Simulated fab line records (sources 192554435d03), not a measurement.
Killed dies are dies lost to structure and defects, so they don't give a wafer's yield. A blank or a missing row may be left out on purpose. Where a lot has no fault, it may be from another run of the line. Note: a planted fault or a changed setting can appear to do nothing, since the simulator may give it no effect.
fab line records	flow n5-finfet
record: lots: 7	wafers: 21	last-day: 19
route steps=1938 shown FIN_CUT@160
lots with no fault: from the same line, run without faults
start-h: hours from the record's opening day to when the first of the lot's shown wafers began	wait-h: hours since the lot's step before	" as in the row above	L1.1+2: one row covering several wafers at once	- no value present, or no start provided	* or withheld: withheld	< > ~ a bound
route shown NAME@n: names a module that has steps shown in the file, with the first one's number in the route	usual: the fault-free wafers' mean and standard deviation	same: alike in all rows	chamber/n: place in a boat	sites: the reading at each site	_std_site: the values' standard deviation	_edge_site: the outer-site mean with the inner-site mean subtracted	radius-mm: how far each site lies from the wafer's centre	mask NAME#n: copy n	behind: the most recent tool/chamber to have shaped the wafer	hold: the reason the lot was held/the length of the hold in hours/how it ended	device: whichever transistor did not switch (one of n, p or np)	end of line: at the end of the route, the tests of the same wafers	a step without rows: its recipe alone	killed: dies that structure and defects cost at the first sort, which is not the same as the wafer's yield	map: a wafer's dies, marking killed ones x, the rest . and places with no die _
set.NAME: the setting that was run; set.NAME@STEP: the one run at that earlier step	model.NAME: the simulator's own value behind a step, which no gauge read
lots at selected steps of the route; one table per step, one row per wafer
services: when a tool's chamber went out of use (start-h, in hours from the record's first day, below 0 if earlier), for how many hours, and the reason
== steps ==
step: N5_FIN_CUT_EXPOSE_05
recipe: mask-id: FIN_CUT	na: 0.33	source-shape: annular	sigma-inner: 0.35	sigma-outer: 0.8	polarization: unpolarized	dose-mj: 45.75
step: N5_FIN_CUT_PEB_06
recipe: peb-temp-c: 100	peb-time-s: 60	resist: CAR-EUV
step: N5_FIN_CUT_DEVELOP_07
recipe: develop-time-s: 30	developer: TMAH	resist: CAR-EUV	rinse-liquid: surfactant-rinse	dry: air-spin	dev-temp-c: 23
step: N5_FIN_CUT_CD_MEAS_08
recipe: target-cd-nm: 29.1	landing-energy-ev: 500	detector: se-inlens	polarity: opening
usual: cd-nm: 29.09/0.22
lot.wafer	tool	chamber	start-h	wait-h	cd-nm
L126.2	cd-sem-03	0	27.70	-	29.11
L126.4	"	0	"	"	28.99
L126.6	"	0	"	"	29.14
L128.1	cd-sem-02	0	39.86	-	29.38
L128.4	"	0	"	"	29.41
L128.6	"	0	"	"	29.40
L139.1	cd-sem-01	0	104.87	-	29.16
L139.2	"	0	"	"	29.17
L139.6	"	0	"	"	28.71
L140.3	cd-sem-03	0	110.07	-	29.16
L140.4	"	0	"	"	29.05
L140.6	"	0	"	"	28.83
L141.3	cd-sem-01	0	116.25	-	29.11
L141.5	"	0	"	"	28.90
L141.6	"	0	"	"	28.69
L145.1	cd-sem-02	0	142.06	-	29.00
L145.3	"	0	"	"	29.28
L145.5	"	0	"	"	28.70
L147.2	cd-sem-01	0	152.46	-	29.20
L147.5	"	0	"	"	29.13
L147.6	"	0	"	"	29.15
step: N5_FIN_CUT_OVL_MEAS_09
recipe: points-per-wafer: 522
usual: FIN_CUT_OVL: 0.8/0.71
same: points-per-wafer: 522
lot.wafer	tool	chamber	start-h	wait-h	FIN_CUT_OVL[nm]
L126.2	overlay-01	0	27.74	0.0	1.7
L126.4	"	0	"	"	0.9
L126.6	"	0	"	"	1.0
L128.1	overlay-02	0	39.89	0.0	1.2
L128.4	"	0	"	"	1.4
L128.6	"	0	"	"	1.0
L139.1	overlay-02	0	104.90	0.0	2.3
L139.2	"	0	"	"	2.1
L139.6	"	0	"	"	0.7
L140.3	overlay-01	0	110.11	0.0	1.4
L140.4	"	0	"	"	1.1
L140.6	"	0	"	"	0.8
L141.3	overlay-02	0	116.29	0.0	1.6
L141.5	"	0	"	"	1.2
L141.6	"	0	"	"	1.3
L145.1	overlay-02	0	142.09	0.0	2.4
L145.3	"	0	"	"	1.6
L145.5	"	0	"	"	2.1
L147.2	overlay-01	0	152.49	0.0	1.8
L147.5	"	0	"	"	0.1
L147.6	"	0	"	"	1.8
step: N5_FIN_CUT_INSPECT_10
recipe: mode: adi	inspect-instrument: brightfield
usual: raw-defect-count: 40/9.8
lot.wafer	tool	chamber	start-h	wait-h	raw-defect-count
L126.2	defect-inspect-01	-	27.79	0.0	31
L126.4	"	-	"	"	47
L126.6	"	-	"	"	33
L128.1	defect-inspect-02	-	39.95	0.1	29
L128.4	"	-	"	"	36
L128.6	"	-	"	"	36
L139.1	defect-inspect-02	-	104.96	0.1	29
L139.2	"	-	"	"	42
L139.6	"	-	"	"	30
L140.3	defect-inspect-01	-	110.15	0.0	36
L140.4	"	-	"	"	18
L140.6	"	-	"	"	29
L141.3	defect-inspect-01	-	116.33	0.0	44
L141.5	"	-	"	"	51
L141.6	"	-	"	"	35
L145.1	defect-inspect-02	-	142.15	0.1	42
L145.3	"	-	"	"	49
L145.5	"	-	"	"	65
L147.2	defect-inspect-02	-	152.54	0.0	31
L147.5	"	-	"	"	32
L147.6	"	-	"	"	41
step: N5_FIN_CUT_DESCUM_13
recipe: chemistry: O2	time-s: 7	source-power-w: 50	bias-power-w: 20	pressure-mtorr: 20	rf-frequency-hz: 2.712e+07	temp-c: 40	resist: CAR-EUV	o2-flow-sccm: 225
usual: drypump-motor-current-A: 5.9/0.63	o2-flow-sccm: 225.0/0.67	oes-product-au: 0.82/0.082	rf-vpp-V: 243.1/1.2	showerhead-plenum-p-Torr: 2.09/0.061	throttle-valve-pct: 20.40/0.24
same: time-s: 7
lot.wafer	tool	chamber	start-h	wait-h	drypump-motor-current-A	o2-flow-sccm	oes-product-au	rf-hours-counter-h	rf-vpp-V	showerhead-plenum-p-Torr	throttle-valve-pct
L126.2	rie-diel-02	1	27.92	0.1	6.4	224.7	0.78	116	244.8	2.19	19.99
L126.4	"	1	"	"	6.4	224.7	0.77	-	244.6	2.19	20.00
L126.6	"	3	"	"	6.8	225.2	0.86	-	241.3	2.05	20.74
L128.1	rie-diel-02	3	39.98	0.0	6.8	224.7	0.86	56	242.5	2.05	20.73
L128.4	"	0	"	"	5.3	224.2	0.96	10	244.5	2.14	20.17
L128.6	"	3	"	"	6.8	225.1	0.85	-	243.3	2.05	20.75
L139.1	rie-diel-04	1	104.99	0.0	5.1	224.6	0.92	16	244.2	2.14	20.46
L139.2	"	3	"	"	5.6	224.3	0.80	101	241.4	2.03	20.51
L139.6	"	2	"	"	5.2	224.9	0.72	-	241.5	2.00	20.43
L140.3	rie-diel-04	3	110.19	0.0	5.6	225.0	0.80	103	242.9	2.03	20.52
L140.4	"	2	"	"	5.2	224.3	0.72	175	240.4	2.00	20.44
L140.6	"	3	"	"	5.6	224.8	0.80	-	243.1	2.03	20.52
L141.3	rie-diel-02	0	116.37	0.0	5.4	225.7	0.90	33	244.2	2.13	20.19
L141.5	"	0	"	"	5.4	225.4	0.89	-	244.8	2.13	20.20
L141.6	"	3	"	"	6.8	224.8	0.82	-	241.6	2.04	20.79
L145.1	rie-diel-02	2	142.36	0.2	6.5	225.5	0.82	65	241.7	2.04	20.32
L145.3	"	1	"	"	6.4	225.3	0.74	149	244.5	2.17	20.04
L145.5	"	3	"	"	6.8	225.7	0.81	-	241.8	2.04	20.78
L147.2	rie-diel-02	0	152.58	0.0	5.4	225.9	0.89	45	244.2	2.12	20.21
L147.5	"	0	"	"	5.4	226.2	0.89	-	243.1	2.12	20.22
L147.6	"	1	"	"	6.4	224.7	0.74	-	243.5	2.17	20.03
step: N5_FIN_CUT_ETCH_30
recipe: chemistry: N2/H2	target: underlayer	target-depth-a: 130	mask-material: CAR-EUV	time-s: 10.4	ion-energy-ev: 200	pressure-mtorr: 30	source-w: 840	bias-w: 150	n2-flow-sccm: 200	h2-flow-sccm: 200	ends: cleared
usual: drypump-motor-current-A: 5.9/0.63	etch-rf-on-time-s: 10.40/0.3	h2-flow-sccm: 200.0/0.57	n2-flow-sccm: 200.1/0.58	oes-product-au: 0.70/0.071	rf-vpp-V: 523.8/2.3	showerhead-plenum-p-Torr: 2.54/0.082	throttle-valve-pct: 17.85/0.24
lot.wafer	tool	chamber	start-h	wait-h	drypump-motor-current-A	etch-rf-on-time-s	h2-flow-sccm	n2-flow-sccm	oes-product-au	rf-hours-counter-h	rf-vpp-V	showerhead-plenum-p-Torr	throttle-valve-pct
L126.2	rie-diel-02	1	27.95	0.0	6.4	10.00	200.6	199.7	0.68	116	527.8	2.68	17.59
L126.4	"	1	"	"	6.4	10.01	200.7	200.3	0.68	-	527.1	2.68	17.60
L126.6	"	3	"	"	6.8	10.15	200.5	199.9	0.74	-	522.0	2.50	18.30
L128.1	rie-diel-02	3	40.02	0.0	6.8	10.16	199.5	199.7	0.75	56	522.7	2.49	18.29
L128.4	"	0	"	"	5.4	10.36	199.0	199.2	0.82	10	526.9	2.61	17.64
L128.6	"	3	"	"	6.8	10.16	200.1	199.9	0.74	-	521.3	2.49	18.30
L139.1	rie-diel-04	1	105.02	0.0	5.1	9.96	199.9	201.0	0.81	16	526.3	2.59	17.83
L139.2	"	3	"	"	5.6	10.30	199.9	201.1	0.69	101	521.3	2.45	17.88
L139.6	"	2	"	"	5.2	10.71	200.7	200.9	0.61	-	521.1	2.42	17.67
L140.3	rie-diel-04	3	110.22	0.0	5.6	10.26	199.6	200.4	0.69	103	522.6	2.45	17.90
L140.4	"	2	"	"	5.2	10.76	200.1	199.3	0.61	175	519.5	2.42	17.69
L140.6	"	3	"	"	5.6	10.34	199.8	200.2	0.69	-	520.7	2.45	17.87
L141.3	rie-diel-02	0	116.40	0.0	5.4	10.48	200.8	200.2	0.77	33	525.1	2.60	17.70
L141.5	"	0	"	"	5.4	10.46	201.0	200.9	0.77	-	524.8	2.60	17.68
L141.6	"	3	"	"	6.8	10.36	199.2	199.6	0.71	-	520.8	2.49	18.35
L145.1	rie-diel-02	2	142.39	0.0	6.6	10.82	200.0	200.9	0.69	65	521.1	2.48	17.69
L145.3	"	1	"	"	6.4	10.17	200.3	201.4	0.65	149	526.6	2.67	17.64
L145.5	"	3	"	"	6.8	10.24	199.8	199.7	0.71	-	520.9	2.48	18.33
L147.2	rie-diel-02	0	152.61	0.0	5.4	10.48	199.9	200.4	0.75	45	524.7	2.59	17.71
L147.5	"	0	"	"	5.4	10.49	199.2	200.2	0.76	-	524.3	2.59	17.69
L147.6	"	1	"	"	6.4	10.16	200.0	200.1	0.64	-	526.1	2.66	17.67
step: N5_FIN_CUT_ETCH_20
recipe: chemistry: CF4	target: SiARC	target-depth-a: 260	mask-material: CAR-EUV	time-s: 43.3	ion-energy-ev: 80	pressure-mtorr: 40	source-w: 545	bias-w: 36	Ar_flow_sccm: 100	cf4-flow-sccm: 100	ends: cleared
usual: drypump-motor-current-A: 5.9/0.63	etch-rf-on-time-s: 43.2/1.3	oes-product-au: 0.70/0.072	rf-vpp-V: 184.1/1.2	showerhead-plenum-p-Torr: 2.13/0.058	throttle-valve-pct: 15.55/0.23
lot.wafer	tool	chamber	start-h	wait-h	drypump-motor-current-A	etch-rf-on-time-s	oes-product-au	rf-hours-counter-h	rf-vpp-V	showerhead-plenum-p-Torr	throttle-valve-pct
L126.2	rie-diel-02	1	27.97	0.0	6.4	41.5	0.69	116	184.9	2.23	15.28
L126.4	"	1	"	"	6.4	41.6	0.68	-	183.8	2.23	15.27
L126.6	"	3	"	"	6.8	42.1	0.74	-	183.2	2.09	15.82
L128.1	rie-diel-02	3	40.04	0.0	6.8	42.9	0.73	56	183.4	2.09	15.83
L128.4	"	0	"	"	5.3	43.3	0.81	10	184.1	2.17	15.24
L128.6	"	3	"	"	6.8	43.0	0.74	-	183.0	2.09	15.82
L139.1	rie-diel-04	1	105.04	0.0	5.1	41.6	0.80	16	185.4	2.17	15.50
L139.2	"	3	"	"	5.6	43.2	0.70	101	183.4	2.08	15.69
L139.6	"	2	"	"	5.2	45.2	0.61	-	183.4	2.04	15.65
L140.3	rie-diel-04	3	110.24	0.0	5.6	43.1	0.69	103	183.9	2.08	15.69
L140.4	"	2	"	"	5.2	44.7	0.61	175	181.8	2.04	15.66
L140.6	"	3	"	"	5.6	43.0	0.69	-	182.9	2.08	15.69
L141.3	rie-diel-02	0	116.42	0.0	5.3	43.4	0.78	33	185.9	2.16	15.29
L141.5	"	0	"	"	5.4	43.2	0.78	-	185.2	2.16	15.28
L141.6	"	3	"	"	6.8	43.2	0.71	-	183.4	2.08	15.87
L145.1	rie-diel-02	2	142.41	0.0	6.5	45.1	0.70	65	184.1	2.09	15.38
L145.3	"	1	"	"	6.4	41.8	0.65	149	186.7	2.22	15.33
L145.5	"	3	"	"	6.8	42.7	0.71	-	183.2	2.08	15.88
L147.2	rie-diel-02	0	152.63	0.0	5.4	43.8	0.75	45	184.5	2.16	15.32
L147.5	"	0	"	"	5.4	43.4	0.76	-	185.6	2.16	15.29
L147.6	"	1	"	"	6.4	42.4	0.65	-	185.4	2.22	15.32
step: N5_FIN_CUT_ETCH_21
recipe: chemistry: N2/H2	target: SOC	target-depth-a: 2190	overetch-a: 438	mask-material: SiARC	temp-c: 40	ion-energy-ev: 100	bias-w: 61	time-s: 523.5	pressure-mtorr: 30	source-w: 850	n2-flow-sccm: 200	h2-flow-sccm: 200
usual: drypump-motor-current-A: 5.9/0.63	h2-flow-sccm: 200.0/0.6	n2-flow-sccm: 199.9/0.6	oes-product-au: 0.76/0.071	rf-vpp-V: 240.7/1.2	showerhead-plenum-p-Torr: 2.54/0.082	throttle-valve-pct: 17.80/0.24
same: time-s: 523.5
lot.wafer	tool	chamber	start-h	wait-h	drypump-motor-current-A	h2-flow-sccm	n2-flow-sccm	oes-product-au	rf-hours-counter-h	rf-vpp-V	showerhead-plenum-p-Torr	throttle-valve-pct
L126.2	rie-diel-02	1	28.01	0.0	6.4	200.3	199.8	0.72	117	241.3	2.68	17.55
L126.4	"	1	"	"	6.4	198.9	200.4	0.72	-	242.4	2.68	17.53
L126.6	"	3	"	"	6.8	198.9	198.6	0.79	-	239.5	2.50	18.24
L128.1	rie-diel-02	3	40.07	0.0	6.8	199.9	199.4	0.79	56	240.2	2.49	18.25
L128.4	"	0	"	"	5.4	199.9	199.4	0.88	10	242.2	2.61	17.60
L128.6	"	3	"	"	6.8	198.8	199.8	0.79	-	241.3	2.49	18.25
L139.1	rie-diel-04	1	105.08	0.0	5.1	199.9	199.7	0.84	16	243.0	2.59	17.78
L139.2	"	3	"	"	5.6	201.4	199.8	0.75	101	240.4	2.45	17.84
L139.6	"	2	"	"	5.2	199.2	199.8	0.67	-	238.6	2.42	17.62
L140.3	rie-diel-04	3	110.28	0.0	5.6	200.0	200.0	0.75	103	238.9	2.45	17.84
L140.4	"	2	"	"	5.2	200.3	200.2	0.67	175	238.2	2.42	17.63
L140.6	"	3	"	"	5.6	199.7	200.2	0.74	-	238.6	2.45	17.85
L141.3	rie-diel-02	0	116.46	0.0	5.4	199.1	199.0	0.84	33	239.5	2.60	17.64
L141.5	"	0	"	"	5.4	199.1	199.3	0.83	-	241.9	2.60	17.64
L141.6	"	3	"	"	6.8	200.9	199.3	0.77	-	240.3	2.49	18.28
L145.1	rie-diel-02	2	142.45	0.0	6.5	200.1	200.8	0.76	65	240.3	2.48	17.64
L145.3	"	1	"	"	6.4	200.8	199.2	0.70	149	242.7	2.66	17.59
L145.5	"	3	"	"	6.8	200.2	199.8	0.76	-	240.7	2.48	18.28
L147.2	rie-diel-02	0	152.67	0.0	5.4	199.9	199.6	0.82	45	241.2	2.59	17.67
L147.5	"	0	"	"	5.4	200.1	199.6	0.82	-	241.8	2.59	17.64
L147.6	"	1	"	"	6.4	200.8	200.0	0.69	-	243.0	2.66	17.60
step: N5_FIN_CUT_STRIP_23
recipe: chemistry: N2/H2	temp-c: 40	n2-flow-sccm: 200	h2-flow-sccm: 200	rf-frequency-hz: 6e+07
step: N5_FIN_CUT_STRIP_31
recipe: chemistry: N2/H2	temp-c: 40	n2-flow-sccm: 200	h2-flow-sccm: 200	rf-frequency-hz: 6e+07
step: N5_FIN_CUT_STRIP_24
recipe: chemistry: CF4	resist: SiARC	power-w: 300	bias-power-w: 75	pressure-mtorr: 50	cf4-flow-sccm: 150	rf-frequency-hz: 6e+07
usual: bias-power-w: 74.97/0.23	cf4-flow-sccm: 150.0/0.42	drypump-motor-current-A: 5.9/0.63	oes-product-au: 0.81/0.076	rf-vpp-V: 271.2/1.4	showerhead-plenum-p-Torr: 1.79/0.05	throttle-valve-pct: 13.52/0.23
lot.wafer	tool	chamber	start-h	wait-h	bias-power-w	cf4-flow-sccm	drypump-motor-current-A	oes-product-au	rf-hours-counter-h	rf-vpp-V	showerhead-plenum-p-Torr	throttle-valve-pct	model.SiARC_of_FIN_CUT_COAT_19.thk-nm
L126.2	rie-diel-02	1	28.33	0.0	75.20	150.5	6.4	0.77	117	274.5	1.88	13.29	0
L126.4	"	1	"	"	75.54	150.3	6.4	0.77	-	272.9	1.88	13.28	0
L126.6	"	3	"	"	75.32	149.0	6.8	0.85	-	269.9	1.75	13.73	0
L128.1	rie-diel-02	3	40.40	0.0	75.11	150.9	6.8	0.85	56	269.6	1.75	13.76	0
L128.4	"	0	"	"	74.98	149.7	5.4	0.94	10	272.8	1.83	13.21	0
L128.6	"	3	"	"	74.78	150.0	6.8	0.84	-	269.1	1.75	13.74	0
L139.1	rie-diel-04	1	105.41	0.0	-	-	-	-	-	-	-	-	11.4
L139.2	"	3	"	"	-	-	-	-	-	-	-	-	12
L139.6	"	2	"	"	-	-	-	-	-	-	-	-	12.2
L140.3	rie-diel-04	3	110.60	0.0	-	-	-	-	-	-	-	-	11.8
L140.4	"	2	"	"	-	-	-	-	-	-	-	-	12
L140.6	"	3	"	"	-	-	-	-	-	-	-	-	11.8
L141.3	rie-diel-02	0	116.78	0.0	-	-	-	-	-	-	-	-	12
L141.5	"	0	"	"	-	-	-	-	-	-	-	-	12
L141.6	"	3	"	"	-	-	-	-	-	-	-	-	12
L145.1	rie-diel-02	2	142.78	0.0	75.14	150.1	6.5	0.82	65	269.8	1.74	13.31	0
L145.3	"	1	"	"	74.71	150.4	6.4	0.74	149	273.2	1.87	13.35	0
L145.5	"	3	"	"	74.82	150.0	6.8	0.81	-	269.0	1.74	13.80	0
L147.2	rie-diel-02	0	152.99	0.0	74.91	150.3	5.4	0.87	45	272.9	1.82	13.30	0
L147.5	"	0	"	"	75.08	150.6	5.4	0.88	-	272.2	1.82	13.30	0
L147.6	"	1	"	"	74.86	150.4	6.4	0.74	-	273.6	1.86	13.37	0
step: N5_FIN_CUT_CUT_ETCH_26
recipe: chemistry: CH3F/O2	target: SiNx	target-depth-a: 390	mask-material: SOC	time-s: 55.7	pressure-mtorr: 30	source-w: 395	bias-w: 73	Ar_flow_sccm: 150	CH3F_flow_sccm: 30	O2_flow_sccm: 20	ion-energy-ev: 120
step: N5_FIN_CUT_CUT_ETCH_27
recipe: chemistry: CHF3/O2	target: SiO2	target-depth-a: 40	mask-material: SOC	overetch-a: 20	time-s: 4.9	pressure-mtorr: 30	source-w: 650	bias-w: 170	Ar_flow_sccm: 200	CHF3_flow_sccm: 50	O2_flow_sccm: 5	ion-energy-ev: 200
usual: drypump-motor-current-A: 5.9/0.63	oes-product-au: 0.65/0.061	rf-vpp-V: 525/9.8	showerhead-plenum-p-Torr: 2.40/0.065	throttle-valve-pct: 18.76/0.24
same: time-s: 4.9
lot.wafer	tool	chamber	start-h	wait-h	drypump-motor-current-A	oes-product-au	rf-hours-counter-h	rf-vpp-V	showerhead-plenum-p-Torr	throttle-valve-pct	model.SiARC_of_FIN_CUT_COAT_19.thk-nm
L126.2	rie-diel-02	1	28.40	0.0	6.4	0.62	117	533	2.50	18.40	0
L126.4	"	1	"	"	6.4	0.61	-	532	2.50	18.38	0
L126.6	"	3	"	"	6.8	0.68	-	532	2.36	19.11	0
L128.1	rie-diel-02	3	40.46	0.0	6.8	0.68	56	531	2.35	19.11	0
L128.4	"	0	"	"	5.4	0.75	10	533	2.44	18.47	0
L128.6	"	3	"	"	6.8	0.68	-	532	2.35	19.11	0
L139.1	rie-diel-04	1	105.47	0.0	5.1	0.72	16	525	2.44	18.75	3.8
L139.2	"	3	"	"	5.6	0.64	102	517	2.33	18.86	4.4
L139.6	"	2	"	"	5.2	0.58	-	524	2.30	18.82	4.8
L140.3	rie-diel-04	3	110.67	0.0	5.6	0.64	103	517	2.33	18.86	4.4
L140.4	"	2	"	"	5.2	0.58	175	522	2.30	18.83	4.8
L140.6	"	3	"	"	5.6	0.64	-	517	2.33	18.87	4.4
L141.3	rie-diel-02	0	116.85	0.0	5.4	0.72	33	534	2.43	18.52	4.6
L141.5	"	0	"	"	5.4	0.72	-	533	2.43	18.49	4.6
L141.6	"	3	"	"	6.8	0.66	-	530	2.35	19.13	4.4
L145.1	rie-diel-02	2	142.84	0.0	6.5	0.66	65	508	2.36	18.69	0
L145.3	"	1	"	"	6.4	0.59	149	532	2.49	18.46	0
L145.5	"	3	"	"	6.8	0.65	-	532	2.35	19.17	0
L147.2	rie-diel-02	0	153.06	0.0	5.4	0.70	45	533	2.43	18.53	0
L147.5	"	0	"	"	5.4	0.71	-	534	2.43	18.54	0
L147.6	"	1	"	"	6.4	0.59	-	533	2.49	18.43	0
step: N5_FIN_CUT_PRECLEAN_35
recipe: time-s: 13.3	temp-c: 45	pressure-torr: 125	p-hf-torr: 3	p-coreactant-torr: 25	chemistry: vHF
usual: drypump-motor-current-A: 5.73/0.092
same: time-s: 13.3
lot.wafer	tool	chamber	start-h	wait-h	drypump-motor-current-A
L126.2	vapor-etch-02	1	28.47	0.0	5.75
L126.4	"	1	"	"	5.78
L126.6	"	0	"	"	5.87
L128.1	vapor-etch-01	1	40.53	0.0	5.60
L128.4	"	1	"	"	5.61
L128.6	"	1	"	"	5.62
L139.1	vapor-etch-01	1	105.65	0.2	5.62
L139.2	"	0	"	"	5.75
L139.6	"	1	"	"	5.62
L140.3	vapor-etch-01	1	110.76	0.1	5.60
L140.4	"	0	"	"	5.77
L140.6	"	1	"	"	5.61
L141.3	vapor-etch-01	1	116.94	0.1	5.63
L141.5	"	1	"	"	5.61
L141.6	"	0	"	"	5.79
L145.1	vapor-etch-01	0	142.91	0.0	5.76
L145.3	"	0	"	"	5.77
L145.5	"	1	"	"	5.61
L147.2	vapor-etch-01	0	153.13	0.0	5.76
L147.5	"	0	"	"	5.76
L147.6	"	1	"	"	5.61
== services ==
tool	chamber	start-h	hours	kind
vapor-etch-01	-	4.54	0.3	repair
vapor-etch-02	-	9.40	0.1	repair
rie-diel-04	0	17.51	10.0	repair
rie-diel-04	2	25.21	8.7	repair
rie-diel-04	1	34.29	-	clean
rie-diel-04	1	34.29	-	consumable-replace:focus-ring
rie-diel-04	1	34.29	16.9	scheduled-down
rie-diel-04	1	34.29	16.9	vent-cycle
rie-diel-04	0	51.30	-	clean
rie-diel-04	0	51.30	-	consumable-replace:esc
rie-diel-04	0	51.30	-	consumable-replace:focus-ring
rie-diel-04	0	51.30	25.3	scheduled-down
rie-diel-04	0	51.30	25.3	vent-cycle
rie-diel-04	3	65.13	6.8	repair
rie-diel-02	3	119.82	11.3	repair
vapor-etch-02	-	130.84	4.3	pm
rie-diel-02	-	136.73	2.7	repair
== key ==
first-sign: step: N5_FIN_CUT_STRIP_24	reading: tool-record	direction: missing
effect none on later readings
model-effect: step: N5_FIN_CUT_STRIP_24	value: SiARC_of_FIN_CUT_COAT_19.thk-nm	without: 0	struck: 11.91
model-effect: step: N5_FIN_CUT_CUT_ETCH_27	value: SiARC_of_FIN_CUT_COAT_19.thk-nm	without: 0	struck: 4.467
met-at N5_FIN_CUT_STRIP_24
struck-wafers L139.1,L139.2,L139.6,L140.3,L140.4,L140.6,L141.3,L141.5,L141.6
tester-left-out L139,L140,L141
onset-between 40.40 105.41
fault: kind: skipped-step-whole	tool: rie-diel-02,rie-diel-04	chamber: -	onset-h: 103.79	steps: N5_FIN_CUT_STRIP_24	scope: struck-lots-only
tester-left-out: of these lots the tester's yield and bins aren't shown, on N5 and GAA mostly nor the transistor test; their killed dies are dies lost to structure and defects alone, not to doping, threshold or leakage, so they don't give the yield
